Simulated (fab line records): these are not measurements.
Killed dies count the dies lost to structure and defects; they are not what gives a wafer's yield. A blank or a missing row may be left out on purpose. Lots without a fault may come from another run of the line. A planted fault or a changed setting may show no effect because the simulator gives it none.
Chamber matching + flow n5-finfet + N5_BEOL_M10_ETCH_61 on rie-diel-06: 4 sister chambers
The step etches SiARC in CF4, target depth 39 nm, time 65 s. 18 wafers are shown with their chamber, then 9 later ones without.

EACH WAFER AND ITS CHAMBER
| wafer  | chamber | drypump-motor-current-A (A) | showerhead-plenum-p-Torr (Torr) | throttle-valve-pct (%) |
|--------|---------|-----------------------------|---------------------------------|------------------------|
| L079.1 | 1       | 6.5                         | 2.25                            | 15.48                  |
| L079.2 | 2       | 5.9                         | 2.12                            | 15.38                  |
| L079.3 | 3       | 5.0                         | 2.19                            | 15.49                  |
| L078.1 | 0       | 6.3                         | 2.19                            | 15.87                  |
| L078.3 | 3       | 5.0                         | 2.19                            | 15.49                  |
| L078.6 | 3       | 5.0                         | 2.19                            | 15.50                  |
| L080.3 | 3       | 5.0                         | 2.19                            | 15.50                  |
| L080.4 | 1       | 6.5                         | 2.25                            | 15.51                  |
| L080.5 | 3       | 5.0                         | 2.19                            | 15.52                  |
| L083.2 | 3       | 5.0                         | 2.19                            | 15.52                  |
| L083.3 | 2       | 5.9                         | 2.12                            | 15.43                  |
| L083.4 | 1       | 6.4                         | 2.25                            | 15.51                  |
| L090.1 | 3       | 5.0                         | 2.18                            | 15.57                  |
| L090.2 | 1       | 6.5                         | 2.24                            | 15.55                  |
| L090.3 | 0       | 6.3                         | 2.19                            | 15.90                  |
| L091.1 | 2       | 5.9                         | 2.11                            | 15.43                  |
| L091.3 | 3       | 5.0                         | 2.18                            | 15.54                  |
| L091.6 | 1       | 6.5                         | 2.24                            | 15.58                  |

SIGNATURES (averages over the wafers above)
| reading                  | chamber 0 | chamber 1 | chamber 2 | chamber 3 | scatter within a chamber |
|--------------------------|-----------|-----------|-----------|-----------|--------------------------|
| drypump-motor-current-A  | 6.300     | 6.480     | 5.900     | 5.000     | 0.0239                   |
| showerhead-plenum-p-Torr | 2.1900    | 2.2460    | 2.1167    | 2.1875    | 0.0049                   |
| throttle-valve-pct       | 15.8850   | 15.5260   | 15.4133   | 15.5162   | 0.0312                   |
Rule: for a wafer and a chamber, the distance is found by dividing, reading by reading, the gap between the wafer's reading and the chamber's mean by the reading's scatter, squaring, summing and taking the root. If the next closest chamber is less than 2 further off than the closest, the wafer can't be placed; otherwise it belongs to the closest. The scatter: take each reading less its chamber's mean, square it, sum over the shown wafers, divide by the number of wafers less the number of chambers, and take the root.

WAFERS WITHOUT THEIR CHAMBER
| wafer  | drypump-motor-current-A (A) | showerhead-plenum-p-Torr (Torr) | throttle-valve-pct (%) |
|--------|-----------------------------|---------------------------------|------------------------|
| L094.1 | 5.9                         | 2.11                            | 15.44                  |
| L094.2 | 5.0                         | 2.18                            | 15.57                  |
| L094.5 | 6.5                         | 2.24                            | 15.55                  |
| L093.3 | 6.5                         | 2.24                            | 15.58                  |
| L093.4 | 5.9                         | 2.11                            | 15.46                  |
| L093.5 | 5.0                         | 2.18                            | 15.57                  |
| L095.1 | 6.5                         | 2.24                            | 15.58                  |
| L095.2 | 5.9                         | 2.11                            | 15.48                  |
| L095.5 | 5.0                         | 2.18                            | 15.58                  |

CHAMBER TAKEN BY EACH
| wafer  | from the rows above | in truth |
|--------|---------------------|----------|
| L094.1 | 2                   | 2        |
| L094.2 | 3                   | 3        |
| L094.5 | 1                   | 1        |
| L093.3 | 1                   | 1        |
| L093.4 | 2                   | 2        |
| L093.5 | 3                   | 3        |
| L095.1 | 1                   | 1        |
| L095.2 | 2                   | 2        |
| L095.5 | 3                   | 3        |
Correct placement for 9 of the 9. Number that these rows cannot place: 0. Wrongly placed: 0.
